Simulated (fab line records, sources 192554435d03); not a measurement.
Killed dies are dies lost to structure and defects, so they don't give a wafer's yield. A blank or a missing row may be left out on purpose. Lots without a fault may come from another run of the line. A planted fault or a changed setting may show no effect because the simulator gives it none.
Which tool did it? | flow n5_finfet | 8 lots, 24 wafers sampled, at 7 steps of a route of 1938

WHAT THE GAUGES READ, wafer by wafer
N5_FIN_SAQP_THK_MEAS_05.
lot  | measured    | on            | thk_nm (nm)
L968 | day 1 20:55 | film_metro-01 | 38.6 39.0 38.6
L970 | day 2 09:30 | film_metro-02 | 37.8 37.9 38.4
L982 | day 5 08:41 | film_metro-01 | 37.5 45.0 38.1
L984 | day 5 22:32 | film_metro-01 | 38.2 45.5 38.3
L985 | day 6 03:20 | film_metro-02 | 37.4 37.1 37.7
L986 | day 6 09:38 | film_metro-01 | 38.0 38.1 38.2
L989 | day 7 02:55 | film_metro-01 | 36.9 38.1 38.1
L991 | day 7 15:59 | film_metro-01 | 37.7 37.8 38.2

N5_BEOL_M4_RC_MEAS_101.
lot  | measured     | on        | DIBL_N (mV/V)  | DIBL_P (mV/V)  | IOFF_N (nA/um)    | IOFF_P (nA/um) | ION_N (uA/um) | ION_P (uA/um) | SS_N (mV/dec)  | SS_P (mV/dec)  | VT_N (mV)         | VT_P (mV)
L968 | day 8 12:22  | prober-02 | 34.5 35.0 35.1 | 33.8 35.0 34.7 | 0.124 0.131 0.136 | 0.16 0.17 0.16 | 676 659 661   | 455 446 451   | 70.4 71.1 70.7 | 72.2 72.5 72.9 | 254.2 253.3 251.9 | -256.0 -252.8 -257.8
L970 | day 8 19:13  | prober-01 | 34.9 35.2 36.4 | 34.6 35.3 35.9 | 0.145 0.160 0.168 | 0.22 0.22 0.22 | 661 670 669   | 457 462 460   | 71.4 71.6 72.3 | 72.4 73.1 72.6 | 249.4 245.6 247.4 | -248.6 -248.3 -250.0
L982 | day 11 16:44 | prober-01 | 35.7 32.6 33.0 | 35.4 31.3 32.2 | 0.163 0.106 0.117 | 0.23 0.17 0.18 | 669 661 662   | 469 462 467   | 70.7 70.0 70.9 | 73.5 72.9 72.9 | 247.3 254.3 249.7 | -248.7 -251.9 -249.4
L984 | day 12 15:49 | prober-02 | 36.1 37.7 40.0 | 36.5 38.7 41.4 | 0.134 0.163 0.216 | 0.18 0.21 0.26 | 661 683 681   | 454 459 465   | 71.1 71.5 72.0 | 72.7 73.9 75.0 | 256.5 253.4 251.1 | -253.1 -252.2 -249.7
L985 | day 12 21:11 | prober-01 | 35.9 37.4 35.4 | 37.6 38.4 37.0 | 0.158 0.185 0.133 | 0.19 0.20 0.17 | 682 674 658   | 463 457 456   | 71.7 71.9 71.7 | 73.3 74.1 73.5 | 251.3 250.6 255.4 | -253.3 -255.3 -255.4
L986 | day 12 19:56 | prober-02 | 36.7 37.2 38.1 | 37.7 38.2 40.4 | 0.173 0.186 0.202 | 0.23 0.24 0.28 | 684 669 688   | 470 460 475   | 71.7 71.4 72.0 | 73.8 74.2 74.6 | 248.6 245.9 245.9 | -248.9 -247.8 -245.5
L989 | day 14 00:02 | prober-02 | 33.6 32.7 34.6 | 33.1 32.2 33.9 | 0.130 0.124 0.132 | 0.18 0.17 0.19 | 675 673 656   | 467 464 457   | 71.5 70.7 70.9 | 72.1 72.4 72.7 | 250.5 255.6 253.0 | -250.3 -251.7 -251.1
L991 | day 13 23:31 | prober-01 | 37.5 35.8 38.0 | 36.0 34.7 36.4 | 0.179 0.147 0.173 | 0.23 0.20 0.24 | 672 678 657   | 465 460 450   | 71.6 71.1 71.5 | 73.9 72.9 73.8 | 248.6 251.6 248.6 | -246.8 -250.3 -252.1

WHICH TOOL RAN EACH LOT (tool, then ch and the chambers of the sampled wafers, then the start)
lot  | N5_PMOS_HMC_CHANNEL_EPI_DESCUM_14 | N5_PMOS_HMC_CHANNEL_EPI_STRIP_33  | N5_FIN_SAQP_DENSIFY_62          | N5_FIN_SAQP_HM_DEP_03          | N5_FIN_SAQP_HM_OPEN_33
L968 | rie_diel-05 ch 0,2,3, day 1 17:31 | rie_diel-05 ch 0,2,3, day 1 17:40 | rtp_anneal-01 ch 0, day 1 20:42 | pecvd-04 ch 0,1,2, day 1 20:51 | rie_diel-03 ch 0,1,2, day 2 01:53
L970 | rie_diel-01 ch 1,2,3, day 2 05:31 | rie_diel-01 ch 1,2,3, day 2 05:39 | rtp_anneal-02 ch 0, day 2 09:14 | pecvd-03 ch 0,1, day 2 09:25   | rie_diel-03 ch 1,2, day 2 15:11
L982 | rie_diel-01 ch 1,3, day 5 05:07   | rie_diel-01 ch 1,3, day 5 05:16   | rtp_anneal-02 ch 0, day 5 08:25 | pecvd-03 ch 0,1, day 5 08:37   | rie_diel-02 ch 0,1,2, day 5 15:56
L984 | rie_diel-04 ch 0,1, day 5 18:55   | rie_diel-04 ch 0,1, day 5 19:02   | rtp_anneal-01 ch 0, day 5 22:17 | pecvd-03 ch 0,1,2, day 5 22:27 | rie_diel-06 ch 0,2,3, day 6 03:34
L985 | rie_diel-05 ch 0,2,3, day 5 23:57 | rie_diel-05 ch 0,2,3, day 6 00:05 | rtp_anneal-01 ch 0, day 6 03:02 | pecvd-04 ch 0,1,2, day 6 03:15 | rie_diel-06 ch 0,2,3, day 6 07:56
L986 | rie_diel-05 ch 0,2,3, day 6 06:10 | rie_diel-05 ch 0,2,3, day 6 06:18 | rtp_anneal-01 ch 0, day 6 09:20 | pecvd-01 ch 0,1,2, day 6 09:34 | rie_diel-03 ch 1,2,3, day 6 14:09
L989 | rie_diel-05 ch 0,3, day 6 23:25   | rie_diel-05 ch 0,3, day 6 23:33   | rtp_anneal-02 ch 0, day 7 02:38 | pecvd-01 ch 0,2, day 7 02:49   | rie_diel-03 ch 0,1,3, day 7 07:20
L991 | rie_diel-05 ch 1,2,3, day 7 11:53 | rie_diel-05 ch 1,2,3, day 7 12:01 | rtp_anneal-02 ch 0, day 7 15:43 | pecvd-04 ch 0,1, day 7 15:54   | rie_diel-02 ch 0,2,3, day 7 20:29
- N5_PMOS_HMC_CHANNEL_EPI_DESCUM_14: chemistry O2, time 7.9 s.
- N5_PMOS_HMC_CHANNEL_EPI_STRIP_33: strips in N2/H2.
- N5_FIN_SAQP_DENSIFY_62: time 60 s.
- N5_FIN_SAQP_HM_DEP_03: deposits SiNx from SiH4/NH3/N2, target thk 38 nm, time 33.6 s.
- N5_FIN_SAQP_HM_OPEN_33: chemistry CH3F/O2, target SiNx, target depth 49.4 nm, time 70.6 s.

WHAT THE TOOLS THEMSELVES READ (means of the sampled wafers that have a number; where no wafer has one, the mark that the record gives instead)
N5_PMOS_HMC_CHANNEL_EPI_DESCUM_14.
lot  | tool        | drypump_motor_current_A (A) | oes_product_au (a.u.) | rf_vpp_V (V) | showerhead_plenum_p_Torr (Torr) | throttle_valve_pct (%)
L968 | rie_diel-05 | 5.6                         | 0.72                  | 242.0        | 2.06                            | 20.54
L970 | rie_diel-01 | 5.5                         | 0.75                  | 242.8        | 2.07                            | 20.47
L982 | rie_diel-01 | 5.6                         | 0.76                  | 242.1        | 2.04                            | 20.29
L984 | rie_diel-04 | 5.8                         | 0.71                  | 243.7        | 2.16                            | 20.54
L985 | rie_diel-05 | 5.6                         | 0.79                  | 243.3        | 2.14                            | 20.44
L986 | rie_diel-05 | 5.6                         | 0.79                  | 244.1        | 2.14                            | 20.44
L989 | rie_diel-05 | 5.5                         | 0.85                  | 244.3        | 2.19                            | 20.43
L991 | rie_diel-05 | 5.5                         | 0.72                  | 242.6        | 2.09                            | 20.41

N5_PMOS_HMC_CHANNEL_EPI_STRIP_33.
lot  | tool        | drypump_motor_current_A (A) | n2_flow_sccm (sccm) | oes_product_au (a.u.) | rf_vpp_V (V) | showerhead_plenum_p_Torr (Torr) | throttle_valve_pct (%)
L968 | rie_diel-05 | 5.6                         | 300.3               | 0.72                  | 55.4         | 3.29                            | 18.78
L970 | rie_diel-01 | 5.5                         | 299.8               | 0.76                  | 55.3         | 3.32                            | 18.87
L982 | rie_diel-01 | 5.7                         | 299.9               | 0.76                  | 53.7         | 3.28                            | 18.71
L984 | rie_diel-04 | 5.9                         | 300.6               | 0.71                  | 55.5         | 3.46                            | 19.01
L985 | rie_diel-05 | 5.6                         | 299.9               | 0.79                  | 54.7         | 3.41                            | 18.67
L986 | rie_diel-05 | 5.6                         | 299.8               | 0.78                  | 54.5         | 3.41                            | 18.66
L989 | rie_diel-05 | 5.5                         | 299.9               | 0.86                  | 55.1         | 3.49                            | 18.57
L991 | rie_diel-05 | 5.6                         | 300.1               | 0.72                  | 55.2         | 3.34                            | 18.74

N5_FIN_SAQP_DENSIFY_62.
lot  | tool          | lamp_power_pct (%) | wafer_temp_C_max
L968 | rtp_anneal-01 | 9.86               | 703.4
L970 | rtp_anneal-02 | 9.84               | 702.9
L982 | rtp_anneal-02 | 9.81               | 703.9
L984 | rtp_anneal-01 | 9.84               | 703.1
L985 | rtp_anneal-01 | 9.86               | 703.4
L986 | rtp_anneal-01 | 9.90               | 703.5
L989 | rtp_anneal-02 | 9.92               | 703.6
L991 | rtp_anneal-02 | 9.83               | 703.2

N5_FIN_SAQP_HM_DEP_03.
lot  | tool     | heater_power_w (W) | showerhead_plenum_p_Torr (Torr) | throttle_valve_pct (%)
L968 | pecvd-04 | 710                | 5.13                            | 39.2
L970 | pecvd-03 | 691                | 5.19                            | 38.4
L982 | pecvd-03 | 683                | 5.18                            | 39.5
L984 | pecvd-03 | 730                | 5.20                            | 38.3
L985 | pecvd-04 | 665                | 5.13                            | 39.7
L986 | pecvd-01 | 875                | 5.14                            | 39.5
L989 | pecvd-01 | 814                | 5.19                            | 38.3
L991 | pecvd-04 | 763                | 5.14                            | 40.2

N5_FIN_SAQP_HM_OPEN_33.
lot  | tool        | drypump_motor_current_A (A) | etch_rf_on_time_s (s) | oes_product_au (a.u.) | rf_vpp_V (V) | showerhead_plenum_p_Torr (Torr) | throttle_valve_pct (%)
L968 | rie_diel-03 | 5.7                         | 71.4                  | 0.66                  | 303          | 2.08                            | 16.16
L970 | rie_diel-03 | 5.9                         | 70.4                  | 0.59                  | 303          | 2.06                            | 16.44
L982 | rie_diel-02 | 5.2                         | 74.5                  | 0.74                  | 292          | 1.98                            | 16.39
L984 | rie_diel-06 | 6.1                         | 74.9                  | 0.73                  | 296          | 1.98                            | 16.36
L985 | rie_diel-06 | 6.1                         | 68.1                  | 0.73                  | 296          | 1.98                            | 16.37
L986 | rie_diel-03 | 5.9                         | 68.6                  | 0.74                  | 299          | 2.03                            | 16.01
L989 | rie_diel-03 | 5.8                         | 68.7                  | 0.71                  | 301          | 2.05                            | 15.96
L991 | rie_diel-02 | 5.3                         | 70.2                  | 0.69                  | 292          | 2.01                            | 16.44

THE ANSWER, worked out from the rows above alone
Rule: what is usual is taken from the lots themselves. Put in order of their means at a reading, lots are off if they are a third of the lots or fewer, leave a main group of 4 or more, and stand apart from it by a gap of 3 or more times the standard deviation of the main group's means; of several such gaps the widest counts. A main group whose means are all the same, to the digits that the tables above print for the reading, isn't used. A lot without any number at a reading at which 4 lots or more have one is off too. The other lots that the step has rows for count as sound. The gauges are gone through in route order, then the tools' own readings, and for those a lot's mean is taken as printed above. The first step at which some lot is off is used, and at that step the reading that is off furthest; a lot without a number counts as furthest.
Off: L982, L984, at N5_FIN_SAQP_THK_MEAS_05 (thk_nm). The main group: mean 38.0 nm, standard deviation 0.41.
A tool fits if, at a process step before that reading, it ran every lot that is off, and no sound lot after the first of them. The gauges at N5_FIN_SAQP_THK_MEAS_05 are tried like those tools. One fits: pecvd-03 at N5_FIN_SAQP_HM_DEP_03. Its last sound lot is L970 (day 2 09:25), its first lot that is off L982 (day 5 08:37): a fault that began between those two fits.

WHAT THE SIMULATOR HAD PUT IN
Process parameter drift: pecvd-03, from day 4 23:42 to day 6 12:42, at N5_FIN_SAQP_HM_DEP_03. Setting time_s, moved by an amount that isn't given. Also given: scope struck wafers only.
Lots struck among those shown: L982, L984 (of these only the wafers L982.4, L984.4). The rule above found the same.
